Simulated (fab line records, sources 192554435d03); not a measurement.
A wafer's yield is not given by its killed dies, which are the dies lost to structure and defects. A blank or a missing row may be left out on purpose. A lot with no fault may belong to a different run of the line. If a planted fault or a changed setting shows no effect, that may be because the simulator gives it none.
fab line records	flow n5-finfet
[record] lots = 4	wafers = 12	last-day = 19
route steps=1938 shown STI_FIN_REVEAL@184 DUMMY_GATE@212 BEOL_M4@1111 PASSIVATION@1936
lots with no fault: from the same line, run without faults
start-h: start of the lot's first displayed wafer, in hours after the record's first day	wait-h: hours since the lot's step before	" identical to the entry in the row above	L1.1+2: a single row standing in for several wafers	- no value present, or no start provided	* or withheld: withheld	< > ~ a bound
route shown NAME@n: names a module that has steps shown in the file, with the first one's number in the route	usual: mean and standard deviation over wafers with no fault	same: alike in all rows	chamber/n: place in a boat	sites: each site's reading	_std_site: standard deviation across them	_edge_site: mean of outer sites minus mean of inner sites	radius-mm: for every site, how far away it sits from the centre of the wafer	mask NAME#n: copy n	behind: the last tool/chamber to shape the wafer	hold: what put the lot on hold/how long, in hours/how the hold closed	device: the transistor (n, p or np) that didn't switch	end of line: the route-end tests of the same wafers	where a step has no rows: the recipe by itself	killed: at the first sort, the dies lost to defects and structure; wafer yield is something else	map: per-die view of a wafer (x killed, . not killed, _ where there is no die)
set.NAME: setting as actually run; set.NAME@STEP: the setting as run at that earlier step	model.NAME: the simulator's own value behind a step, which no gauge read
a table for each step, a row for each wafer; lots at some steps of the route
services: a tool's chamber out of use, with start hour (start-h, from the record's first day; less than 0 if before it), hours out, and reason
[[steps]]
[step N5_STI_FIN_REVEAL_ALD_14]
[recipe] material = Si3N4	target-thk-a = 30	temp-c = 400	ald-precursor-family = SiH2I2	ald-co-reactant = N2/H2-plasma	pressure-torr = 2
[step N5_STI_FIN_REVEAL_FCVD_FILL_01]
[recipe] material = SiO2_flowable	target-thk-a = 3120	temp-c = 100	pressure-torr = 0.8	rf-w = 2000	time-s = 512.2
[step N5_STI_FIN_REVEAL_DENSIFY_02]
[recipe] temp-c = 650	ambient = steam	time-s = 1800	idle-temp-c = 400	densification-p-h2o-torr = 640
[step N5_STI_FIN_REVEAL_CMP_04]
[recipe] stop-on = Si3N4	t-overpolish-s = 4	down-force-psi = 2	platen-rpm = 54.18	post-cmp-clean = alkaline-brush	pad-velocity-m-s = 1.078	target-thk-nm = 131.83
[step N5_STI_FIN_REVEAL_DENSIFY_30]
[recipe] temp-c = *	time-s = *	ambient = N2	idle-temp-c = 600	ramp-up-c-per-s = 150	ramp-down-c-per-s = 60	cool-to-c = 600
[step N5_STI_FIN_REVEAL_ETCHBACK_08]
[recipe] chemistry = C4F6/O2	target = SiO2	target-depth-a = 305	time-s = 10.167	ion-energy-ev = 250	pressure-mtorr = 30	source-w = 345	bias-w = 185	Ar_flow_sccm = 300	C4F6_flow_sccm = 10	O2_flow_sccm = 10
[step N5_STI_FIN_REVEAL_STRIP_24]
[recipe] chemistry = N2/H2	time-s = 90	power-w = 100	temp-c = 40	pressure-mtorr = 100	rf-frequency-hz = 6e+07	bias-power-w = 3	n2-flow-sccm = 300	h2-flow-sccm = 300
[step N5_STI_FIN_REVEAL_PRECLEAN_25]
[recipe] chemistry = SPM	time-s = 90	temp-c = 120	mix = 4:1
[step N5_STI_FIN_REVEAL_PRECLEAN_26]
[recipe] chemistry = SC1	time-s = 45	temp-c = 46	mix = 1:2:100
[step N5_STI_FIN_REVEAL_PRECLEAN_29]
[recipe] chemistry = DHF	time-s = 30	temp-c = 25	dilution = 300:1
[step N5_STI_FIN_REVEAL_SRD_12]
[recipe] time-s = 30	temp-c = 23	rinse-liquid = diw	dry = ipa-marangoni
[step N5_STI_FIN_REVEAL_RECESS_09]
[recipe] chemistry = HF/NH3	target = SiO2	afs-cycles = 11	target-depth-a = 425	temp-c = 30	sublimation-temp-c = 180	sublimation-time-s = 60
[usual] drypump-motor-current-A = 5.6/0.4	foreline-p-Torr = 0.1280/0.00034
[same] afs-cycles = 11
lot.wafer	tool	chamber	start-h	wait-h	drypump-motor-current-A	foreline-p-Torr
L462.3	vapor-etch-02	0	75.78	0.6	5.6	0.1284
L462.4	"	1	"	"	6.2	0.1283
L462.5	"	1	"	"	6.2	0.1280
L464.1	vapor-etch-02	1	87.67	0.0	6.2	0.1278
L464.4	"	0	"	"	5.5	0.1276
L464.5	"	1	"	"	6.2	0.1284
L476.1	vapor-etch-02	1	162.48	0.0	6.2	0.1281
L476.3	"	0	"	"	5.5	0.1279
L476.4	"	1	"	"	6.2	0.1280
L477.1	vapor-etch-01	0	168.73	0.0	5.3	0.1283
L477.3	"	0	"	"	5.3	0.1280
L477.4	"	1	"	"	5.2	0.1287
[step N5_STI_FIN_REVEAL_STRIP_16]
[recipe] chemistry = H3PO4	material = SiNx	temp-c = 165	target-depth-a = 238	overetch-fraction = 0.4964	dry = ipa-marangoni
[step N5_STI_FIN_REVEAL_PRECLEAN_17]
[recipe] chemistry = NF3:NH3	afs-cycles = 1	temp-c = 30	time-s = 20	sublimation-temp-c = 180	sublimation-time-s = 60	pressure-torr = 3	rf-power-w = 30
[step N5_STI_FIN_REVEAL_ETCH_34]
[recipe] chemistry = H2	mode = isotropic	material = Si	target = Si	target-depth-a = 9.7	temp-c = 20	pressure-mtorr = 4.5	icp-w = 300	bias-w = 0	h2-flow-sccm = 7.5	he-flow-sccm = 142.5
[step N5_STI_FIN_REVEAL_OXIDATION_31]
[recipe] chemistry = O2_PLASMA_REMOTE	temp-c = 150	time-s = 20	pressure-mtorr = 1000	source-power-w = 2000	o2-flow-sccm = 3000
[step N5_STI_FIN_REVEAL_PRECLEAN_32]
[recipe] chemistry = NF3:NH3	afs-cycles = 1	temp-c = 30	time-s = 20	sublimation-temp-c = 180	sublimation-time-s = 60	pressure-torr = 3	rf-power-w = 30
[step N5_STI_FIN_REVEAL_STRIP_35]
[recipe] chemistry = H3PO4	material = Si3N4	temp-c = 165	target-depth-a = 40	time-s = 39
[step N5_STI_FIN_REVEAL_SRD_21]
[recipe] dry = ipa-marangoni	time-s = 30	temp-c = 23	rinse-liquid = diw
[step N5_STI_FIN_REVEAL_OXIDATION_33]
[recipe] chemistry = O2_PLASMA_REMOTE	temp-c = 150	time-s = 20	pressure-mtorr = 1000	source-power-w = 2000	o2-flow-sccm = 3000
[step N5_STI_FIN_REVEAL_CLEAN_19]
[recipe] chemistry = O3/DIW	temp-c = 25	time-s = 120	o3-ppm = 10
[step N5_STI_FIN_REVEAL_SRD_23]
[recipe] dry = ipa-marangoni	time-s = 30	temp-c = 23	rinse-liquid = diw
[step N5_STI_FIN_REVEAL_FIN_H_MEAS_10]
[usual] trench-depth-nm = 51.7/0.68
lot.wafer	tool	chamber	start-h	wait-h	trench-depth-nm
L462.3	ocd-01	-	77.96	0.0	52.6
L462.4	"	-	"	"	49.1
L462.5	"	-	"	"	52.1
L464.1	ocd-02	-	90.37	0.0	50.5
L464.4	"	-	"	"	48.7
L464.5	"	-	"	"	52.3
L476.1	ocd-01	-	165.19	0.0	51.8
L476.3	"	-	"	"	52.6
L476.4	"	-	"	"	51.9
L477.1	ocd-01	-	171.43	0.0	50.7
L477.3	"	-	"	"	52.0
L477.4	"	-	"	"	50.3
[step N5_STI_FIN_REVEAL_PRECLEAN_18]
[recipe] chemistry = SC2	time-s = 45	temp-c = 35	mix = 1:1:50
[step N5_STI_FIN_REVEAL_SRD_28]
[recipe] dry = ipa-marangoni	time-s = 30	temp-c = 23	rinse-liquid = diw
[step N5_DUMMY_GATE_PRECLEAN_00]
[recipe] chemistry = O3/DIW	time-s = 60	temp-c = 22	o3-ppm = 10
[step N5_DUMMY_GATE_SRD_01]
[recipe] time-s = 30	temp-c = 23	rinse-liquid = diw	dry = ipa-marangoni
[step N5_DUMMY_GATE_ALD_02]
[recipe] material = SiO2	target-thk-a = 20	temp-c = 300	ald-precursor-family = BDEAS	ald-co-reactant = O2-plasma	pulse-time-s = 1	pressure-torr = 2
[step N5_DUMMY_GATE_CVD_03]
[recipe] material = a-Si	target-thk-a = 1500	temp-c = 530	precursor = SiH4	time-s = 8042
[step N5_DUMMY_GATE_PRECLEAN_46]
[recipe] chemistry = DIW	time-s = 89.5	temp-c = 23
[step N5_DUMMY_GATE_SRD_47]
[recipe] dry-time-s = 32	dry = n2-spin	spin-rpm = 1500
[step N5_DUMMY_GATE_CMP_04]
[recipe] material = a-Si	post-cmp-clean = alkaline-brush
[step N5_DUMMY_GATE_HM_DEP_06]
[recipe] material = SiNx	target-thk-a = 800	precursor = DCS/NH3	temp-c = 700	pressure-mtorr = 300	time-s = 5141
[step N5_DUMMY_GATE_PECVD_30]
[recipe] material = SiO2	target-thk-a = 550	temp-c = 400	precursor = TEOS/O2	pressure-torr = 6.5	rf-w = withheld	teos-flow-sccm = withheld	gas = O2	flow-sccm = 2650	time-s = 10.8
[step N5_DUMMY_GATE_COAT_34]
[recipe] resist = SOC	temp-c = 250	time-s = 60	spin-rpm = 1500	resist-thk-nm = 60
[step N5_DUMMY_GATE_COAT_35]
[recipe] resist = SiARC	temp-c = 220	time-s = 60	spin-rpm = 1500	resist-thk-nm = 10
[step N5_DUMMY_GATE_COAT_28]
[recipe] resist = underlayer	temp-c = 205	time-s = 60	spin-rpm = 1500	resist-thk-nm = 10
[step N5_DUMMY_GATE_COAT_09]
[recipe] resist = CAR-EUV	spin-rpm = 1500	resist-thk-nm = 30
[step N5_BEOL_M4_RC_MEAS_101]
[usual] DIBL_N = 36.0/1.7	DIBL_P = 36.2/1.9	IOFF_N = 0.154/0.028	IOFF_P = 0.21/0.036	ION_N = 675/11	ION_P = 463/8.3	SS_N = 71.4/0.63	SS_P = 73.2/0.55	VT_N = 250.2/3	VT_P = -251/3.7
lot.wafer	tool	chamber	start-h	wait-h	DIBL_N[mV/V]	DIBL_P[mV/V]	IOFF_N[nA/um]	IOFF_P[nA/um]	ION_N[uA/um]	ION_P[uA/um]	SS_N[mV/dec]	SS_P[mV/dec]	VT_N[mV]	VT_P[mV]
L462.3	prober-01	0	269.66	0.3	36.8	37.1	0.153	0.19	686	458	72.4	73.3	250.4	-256
L462.4	"	0	"	"	38.3	35.8	0.177	0.18	637	433	73.9	72.8	252.5	-254
L462.5	"	0	"	"	35.6	35.9	0.129	0.18	661	455	70.7	73.1	252.2	-252
L464.1	prober-02	0	281.91	0.0	36.8	34.9	0.152	0.18	660	448	71.8	73.0	253.4	-254
L464.4	"	0	"	"	36.6	34.8	0.153	0.19	637	438	72.7	73.9	252.6	-253
L464.5	"	0	"	"	35.0	34.5	0.134	0.18	670	461	71.5	72.9	247.7	-250
L476.1	prober-02	0	342.53	0.0	35.8	36.0	0.154	0.23	668	470	70.8	72.6	248.9	-245
L476.3	"	0	"	"	33.1	33.3	0.116	0.19	678	473	71.0	72.5	251.4	-248
L476.4	"	0	"	"	37.5	38.5	0.195	0.27	682	474	72.5	73.5	245.2	-248
L477.1	prober-01	0	344.15	0.0	37.2	37.7	0.191	0.28	681	471	71.9	73.7	248.2	-247
L477.3	"	0	"	"	38.5	38.3	0.218	0.29	704	482	72.1	74.1	243.7	-244
L477.4	"	0	"	"	39.2	38.9	0.211	0.30	682	473	72.8	72.8	246.9	-244
[step N5_PASSIVATION_PROBE_49]
[usual] defect-limited-yield = 90.9/1.4	killed_at_M0_to_M3 = 38/11	killed_at_M4_up = 13/5.9	killed-at-contacts = 14/6.4	killed-at-front-end = 38/11	killed-at-other = 3.3/2.5	killed-dies = 107/16	killed-open = 70/12	killed-short = 35/7.7	sort_bin_5_function = 5.3/0.94	sort_bin_6_memory = 3.5/0.7	sort_bin_8_speed = 0.00/0.007	sort-n-pass = 1073/16	sort-yield-pct = 90.9/1.4
[same] gross-dies = 1180	killed-at-back-side = 0	sort_bin_4_leakage[%] = 0
lot.wafer	tool	chamber	start-h	wait-h	defect-limited-yield[%]	killed_at_M0_to_M3	killed_at_M4_up	killed-at-contacts	killed-at-front-end	killed-at-other	killed-dies	killed-open	killed-short	sort_bin_5_function[%]	sort_bin_6_memory[%]	sort_bin_8_speed[%]	sort-n-pass	sort-yield-pct[%]
L462.3	prober-02	-	381.90	0.1	89.4	46	22	11	43	3	125	93	30	6.2	3.8	0	1055	89.4
L462.4	prober-02	-	381.95	0.2	90.6	34	24	8	41	4	111	72	38	6.0	3.0	3.98	1022	86.6
L462.5	prober-02	-	382.00	0.2	93.0	28	17	13	25	0	83	61	21	4.5	2.4	0	1097	93.0
L464.1	prober-02	-	395.80	0.0	90.6	37	36	4	32	2	111	77	32	6.1	2.7	0	1069	90.6
L464.4	prober-02	-	395.95	0.2	89.4	35	21	16	51	2	125	84	40	5.8	4.3	9.58	942	79.8
L464.5	prober-02	-	396.00	0.2	91.0	52	18	11	25	0	106	77	29	5.8	2.7	0	1074	91.0
L476.1	prober-02	-	461.94	0.0	90.8	44	4	12	47	2	109	71	37	4.9	3.9	0	1071	90.8
L476.3	prober-02	-	462.04	0.1	94.5	29	5	8	19	4	65	39	26	3.4	1.9	0	1115	94.5
L476.4	prober-02	-	462.09	0.2	93.6	26	10	6	27	7	76	46	27	3.5	2.6	0	1104	93.6
L477.1	prober-01	-	463.91	0.0	89.4	50	19	21	32	3	125	82	40	5.8	4.2	0	1055	89.4
L477.3	prober-01	-	464.01	0.1	92.9	47	6	11	17	3	84	51	32	3.8	2.8	0	1096	92.9
L477.4	prober-01	-	464.06	0.2	87.3	49	27	25	43	6	150	101	48	6.9	5.4	0	1030	87.3
// killed by level:class
L462.3 BEOL_M3:geometric-particle:open=16 STI_FIN_REVEAL:geometric-particle:open=14 BEOL_M0_SAQP:geometric-particle:open=13 MOL_CONTACT_COAG:geometric-particle:open=10 BEOL_M4:geometric-particle:open=10 FIN_SAQP:geometric-particle:open=7 BEOL_M0_SAQP:geometric-particle:short=6 BEOL_M4:geometric-particle:short=5
L462.4 BEOL_M0_SAQP:geometric-particle:short=12 BEOL_M4:geometric-particle:open=12 FIN_SAQP:geometric-particle:open=9 FIN_SAQP:geometric-particle:short=8 MOL_CONTACT_COAG:geometric-particle:open=7 BEOL_M0_SAQP:geometric-particle:open=7 BEOL_M5:geometric-particle:open=6 GATE_CUT:geometric-particle:open=5
L462.5 MOL_CONTACT_COAG:geometric-particle:open=11 BEOL_M4:geometric-particle:open=9 BEOL_M0_SAQP:geometric-particle:open=7 FIN_SAQP:geometric-particle:short=6 STI_FIN_REVEAL:geometric-particle:open=6 BEOL_M1:geometric-particle:open=6 BEOL_M0_SAQP:geometric-particle:short=4 BEOL_M3:geometric-particle:open=4
L464.1 BEOL_M4:geometric-particle:open=21 DUMMY_GATE:geometric-particle:open=9 BEOL_M2:geometric-particle:open=9 BEOL_M4:geometric-particle:short=8 BEOL_M0_SAQP:geometric-particle:short=7 STI_FIN_REVEAL:geometric-particle:open=6 BEOL_M1:geometric-particle:open=6 BEOL_M3:geometric-particle:open=6
L464.4 STI_FIN_REVEAL:geometric-particle:open=16 MOL_CONTACT_COAG:geometric-particle:open=15 BEOL_M3:geometric-particle:open=8 BEOL_M4:geometric-particle:open=7 BEOL_M4:geometric-particle:short=7 FIN_SAQP:geometric-particle:open=6 FIN_SAQP:geometric-particle:short=6 BEOL_M2:geometric-particle:open=6
L464.5 BEOL_M3:geometric-particle:open=15 BEOL_M4:geometric-particle:open=14 MOL_CONTACT_COAG:geometric-particle:open=11 FIN_SAQP:geometric-particle:short=7 BEOL_M0_SAQP:geometric-particle:short=7 BEOL_M2:geometric-particle:open=7 FIN_SAQP:geometric-particle:open=6 BEOL_M0_SAQP:geometric-particle:open=6
L476.1 STI_FIN_REVEAL:geometric-particle:open=19 MOL_CONTACT_COAG:geometric-particle:open=12 BEOL_M3:geometric-particle:open=10 BEOL_M2:geometric-particle:open=7 BEOL_M3:geometric-particle:short=7 STI_FIN_REVEAL:geometric-particle:short=6 BEOL_M0_SAQP:geometric-particle:short=6 FIN_SAQP:geometric-particle:short=3
L476.3 BEOL_M2:geometric-particle:open=8 BEOL_M3:geometric-particle:open=6 STI_FIN_REVEAL:geometric-particle:open=5 MOL_CONTACT_COAG:geometric-particle:open=5 BEOL_M0_SAQP:geometric-particle:short=5 FIN_SAQP:geometric-particle:short=4 BEOL_M2:geometric-particle:short=4 FIN_SAQP:geometric-particle:open=3
L476.4 FIN_SAQP:geometric-particle:open=5 BEOL_M3:geometric-particle:short=5 DUMMY_GATE:geometric-particle:open=4 MOL_CONTACT_COAG:geometric-particle:open=4 BEOL_M0_SAQP:geometric-particle:open=4 BEOL_M0_SAQP:geometric-particle:short=4 BEOL_M3:geometric-particle:open=4 BEOL_M4:geometric-particle:open=4
L477.1 MOL_CONTACT_COAG:geometric-particle:open=18 BEOL_M0_SAQP:geometric-particle:short=13 BEOL_M2:geometric-particle:open=11 BEOL_M4:geometric-particle:open=8 BEOL_M0_SAQP:geometric-particle:open=8 DUMMY_GATE:geometric-particle:open=6 BEOL_M3:geometric-particle:open=6 FIN_SAQP:geometric-particle:open=4
L477.3 BEOL_M1:geometric-particle:open=14 MOL_CONTACT_COAG:geometric-particle:open=8 BEOL_M0_SAQP:geometric-particle:open=8 BEOL_M0_SAQP:geometric-particle:short=7 BEOL_M3:geometric-particle:open=6 STI_FIN_REVEAL:geometric-particle:open=4 BEOL_M3:geometric-particle:short=4 BEOL_M1:geometric-particle:short=3
L477.4 STI_FIN_REVEAL:geometric-particle:open=19 BEOL_M4:geometric-particle:open=18 MOL_CONTACT_COAG:geometric-particle:open=16 BEOL_M0_SAQP:geometric-particle:short=13 BEOL_M2:geometric-particle:open=11 MOL_CONTACT_COAG:geometric-particle:short=8 DUMMY_GATE:geometric-particle:open=7 BEOL_M0_SAQP:geometric-particle:open=6
// map L462.3 (x killed, . not)
_________________....x......x________________
______________.x..x............._____________
___________........................__________
__________.......x......x..........._________
________x....x...x......x.x.x..x.....x_______
_______....x...x..................x....______
______.xx..x.................x.x....xxx._____
_____x....................x.......x......____
____.x.....x...............x..x........x..___
___..........x..............x..........x...__
___....x.........x....x.....x.x....x..x....__
__.....x...x.x..x.............x............._
__.x.x.x.....x.........x.x............x..x.._
_...x........x..............x............xx..
_...............................x...x........
_..........x.....x.......x.................x.
_................................x.x.......x.
_..............x.....xx.x............x.......
_........x......x.............x.......x......
_....................................x......x
_......x..................x.x....x...........
__...........x..x........x.................._
__............x.x.x...x..x....x......x...x.._
___..........x.................x...........__
___.x.x..........x.........................__
____.x......xx.............x..xx...x......___
_____.......x..x......x..........x.......____
______...x.............................._____
_______......xx...x.....x............x.______
________........................x..x.._______
__________......x..................x_________
___________x..........x............__________
______________.................._____________
_________________.....x......________________
// map L464.4 (x killed, . not)
_________________......x.....________________
______________..x.........x....._____________
___________xx....................xx__________
__________.......x................x._________
________.x........x......x.....x......_______
_______..........x......x..............______
______............x................x.x.._____
_____x.......................x........x..____
____.....xx....x........x......x..........___
___.................x..xx...x..............__
___.....xx..............x....x.............__
__....x.xx....x......x......................_
__x......x.......x.x............x.......x.x._
_....................x.......xx.....x..x.x...
_.............x..........x...................
_.x..x............x......x...................
_.................xx.........x.......x.......
_xx......x..x....x..............x..x..x......
_.........x................x...............x.
_.....................................x......
_.........x..................................
__x...x..x........................x.......x._
__....x..xx......xx...x......x.x.......xx..._
___.....x................................x.__
___..............................x.x.....xx__
____...............x.......x.....x........___
_____xx.....x........xx..x.......x.......____
______....x.........x..................._____
_______x...............x..x...x........______
________......xx......x.........x....._______
__________.....x...................._________
___________.x......x.....x.........__________
______________.x...x..........x._____________
_________________..x......x..________________
[[services]]
tool	chamber	start-h	hours	kind
vapor-etch-02	-	118.34	0.1	repair
[[key]]
[first-sign] step = N5_STI_FIN_REVEAL_FIN_H_MEAS_10	reading = trench-depth-nm	direction = down	sigmas = 4.2	usual = 51.7	struck = 48.9
[effect] step = N5_BEOL_M4_RC_MEAS_101	reading = ION_N	direction = down	sigmas = 3.3	usual = 675	struck = 637
[effect] step = N5_BEOL_M4_RC_MEAS_101	reading = ION_P	direction = down	sigmas = 3.3	usual = 463	struck = 435
[effect] step = N5_BEOL_M4_RC_MEAS_101	reading = SS_N	direction = up	sigmas = 3	usual = 71.4	struck = 73.3
[effect] step = N5_PASSIVATION_PROBE_49	reading = sort_bin_8_speed	direction = up	sigmas = 80	usual = 0.00	struck = 6.78
met-at N5_STI_FIN_REVEAL_RECESS_09
struck-wafers L462.4,L464.4
[fault] kind = process-parameter-drift	tool = vapor-etch-02	chamber = -	onset-h = 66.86	steps = N5_STI_FIN_REVEAL_RECESS_09	channel = target-depth-a	offset = -26.839	shape = step	end-h = 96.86	scope = struck-wafers-only	acts-in = these-recipes-only	stated = 425
